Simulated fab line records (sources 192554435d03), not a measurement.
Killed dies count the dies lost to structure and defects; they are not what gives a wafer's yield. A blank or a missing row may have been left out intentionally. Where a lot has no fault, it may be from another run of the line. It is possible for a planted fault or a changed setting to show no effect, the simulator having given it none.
Matching of chambers + flow n5Finfet + N5_SD_EPI_N_ETCH_34 on rieDiel-01 has 4 sister chambers
The step etches SiARC in CF4, target depth 45.5 nm, time 75.8 s. 20 wafers are shown with their chamber, then 10 later ones without.

## WAFERS PAIRED WITH THEIR CHAMBERS
| wafer  | chamber | showerheadPlenumPTorr (Torr) | drypumpMotorCurrentA (A) | throttleValvePct (%) |
|--------|---------|------------------------------|--------------------------|----------------------|
| L074.2 | 1       | 2.26                         | 5.8                      | 15.32                |
| L074.3 | 3       | 2.08                         | 5.1                      | 15.62                |
| L074.5 | 1       | 2.26                         | 5.8                      | 15.32                |
| L077.1 | 3       | 2.07                         | 5.1                      | 15.63                |
| L077.4 | 2       | 2.12                         | 5.1                      | 15.64                |
| L077.5 | 1       | 2.26                         | 5.8                      | 15.32                |
| L079.1 | 3       | 2.07                         | 5.0                      | 15.65                |
| L079.4 | 0       | 2.21                         | 6.2                      | 15.75                |
| L079.6 | 0       | 2.21                         | 6.3                      | 15.78                |
| L081.2 | 1       | 2.26                         | 5.8                      | 15.35                |
| L081.3 | 2       | 2.12                         | 5.1                      | 15.65                |
| L081.4 | 0       | 2.21                         | 6.2                      | 15.79                |
| L084.1 | 0       | 2.21                         | 6.2                      | 15.80                |
| L084.4 | 2       | 2.12                         | 5.1                      | 15.65                |
| L084.6 | 3       | 2.07                         | 5.0                      | 15.67                |
| L088.1 | 2       | 2.11                         | 5.1                      | 15.67                |
| L088.2 | 0       | 2.21                         | 6.3                      | 15.80                |
| L088.6 | 0       | 2.21                         | 6.3                      | 15.79                |
| L089.1 | 2       | 2.11                         | 5.1                      | 15.66                |
| L089.2 | 0       | 2.21                         | 6.2                      | 15.82                |

SIGNATURES (means of the wafers above)
| reading               | chamber 0 | chamber 1 | chamber 2 | chamber 3 | scatter within a chamber |
|-----------------------|-----------|-----------|-----------|-----------|--------------------------|
| showerheadPlenumPTorr | 2.2100    | 2.2600    | 2.1160    | 2.0725    | 0.00349                  |
| drypumpMotorCurrentA  | 6.243     | 5.800     | 5.100     | 5.050     | 0.0412                   |
| throttleValvePct      | 15.7900   | 15.3275   | 15.6540   | 15.6425   | 0.0185                   |
Rule: a wafer lies at a distance from a chamber equal to the root of the sum of squares, over the readings, of (its reading less the chamber's mean, divided by the reading's scatter). If the next closest chamber is less than 2 further off than the closest, the wafer can't be placed; otherwise it belongs to the closest. The scatter: the root of (the sum of the squares of (reading less its chamber's mean) over the shown wafers, divided by (wafers less chambers)).

## WAFERS WHOSE CHAMBER IS MISSING
| wafer  | showerheadPlenumPTorr (Torr) | drypumpMotorCurrentA (A) | throttleValvePct (%) |
|--------|------------------------------|--------------------------|----------------------|
| L089.6 | 2.21                         | 6.2                      | 15.82                |
| L091.1 | 2.21                         | 6.2                      | 15.82                |
| L091.4 | 2.07                         | 5.0                      | 15.69                |
| L091.5 | 2.11                         | 5.1                      | 15.67                |
| L092.1 | 2.25                         | 5.8                      | 15.39                |
| L092.3 | 2.07                         | 5.0                      | 15.70                |
| L092.5 | 2.21                         | 6.3                      | 15.79                |
| L093.3 | 2.11                         | 5.1                      | 15.69                |
| L093.4 | 2.25                         | 5.8                      | 15.40                |
| L093.6 | 2.25                         | 5.8                      | 15.40                |

## EACH ONE'S CHAMBER
| wafer  | from the rows above | in truth |
|--------|---------------------|----------|
| L089.6 | 0                   | 0        |
| L091.1 | 0                   | 0        |
| L091.4 | 3                   | 3        |
| L091.5 | 2                   | 2        |
| L092.1 | 1                   | 1        |
| L092.3 | 3                   | 3        |
| L092.5 | 0                   | 0        |
| L093.3 | 2                   | 2        |
| L093.4 | 1                   | 1        |
| L093.6 | 1                   | 1        |
Correct placement for 10 of the 10. Not placeable from these rows: 0. Number placed wrongly: 0.
